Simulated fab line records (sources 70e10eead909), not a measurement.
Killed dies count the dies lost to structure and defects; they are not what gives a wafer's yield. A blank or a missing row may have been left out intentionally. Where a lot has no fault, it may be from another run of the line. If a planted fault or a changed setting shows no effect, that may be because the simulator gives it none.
Matching of chambers :: flow nand_harc :: NHARC_A_M1_ETCH_35 on rie_diel-12: 4 sister chambers
The step etches the open film in N2/H2, target depth 40 nm, overetch 12 nm, time 43.94 s. 4 wafers are shown with their chamber, then 7 later ones without.

== WAFERS PAIRED WITH THEIR CHAMBERS ==
wafer: L669.5
chamber: 0
drypump_motor_current_A (A): 6.0

wafer: L678.2
chamber: 1
drypump_motor_current_A (A): 6.5

wafer: L682.2
chamber: 3
drypump_motor_current_A (A): 6.3

wafer: L682.3
chamber: 2
drypump_motor_current_A (A): 5.0

== WAFERS WITH NO CHAMBER GIVEN ==
wafer: L682.5
drypump_motor_current_A (A): 5.0

wafer: L685.1
drypump_motor_current_A (A): 4.9

wafer: L685.5
drypump_motor_current_A (A): 6.2

wafer: L685.6
drypump_motor_current_A (A): 6.0

wafer: L683.1
drypump_motor_current_A (A): 6.5

wafer: L683.3
drypump_motor_current_A (A): 6.2

wafer: L683.5
drypump_motor_current_A (A): 6.5

== CHAMBER TAKEN BY EACH ==
wafer: L682.5
from the rows above: 2
in truth: 2

wafer: L685.1
from the rows above: 2
in truth: 2

wafer: L685.5
from the rows above: can't be placed: 3 or 0
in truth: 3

wafer: L685.6
from the rows above: 0
in truth: 0

wafer: L683.1
from the rows above: 1
in truth: 1

wafer: L683.3
from the rows above: can't be placed: 3 or 0
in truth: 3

wafer: L683.5
from the rows above: 1
in truth: 1
Correct placement for 5 of the 7. From these rows, 2 cannot be placed; in 2 the true chamber is one of the candidates. Number placed wrongly: 0.
How it was worked out, from the rows above alone: a wafer's distance from a chamber is the root of the sum, over the readings, of the square of ((its reading less the chamber's mean) divided by the reading's scatter). If the next closest chamber is less than 2 further off than the closest, the wafer can't be placed; otherwise it belongs to the closest. For every chamber, the mean is computed from those of its wafers that are shown. The scatter: with one shown wafer a chamber, the root of the mean of the squares of how far each hidden wafer lies from its nearest shown one.
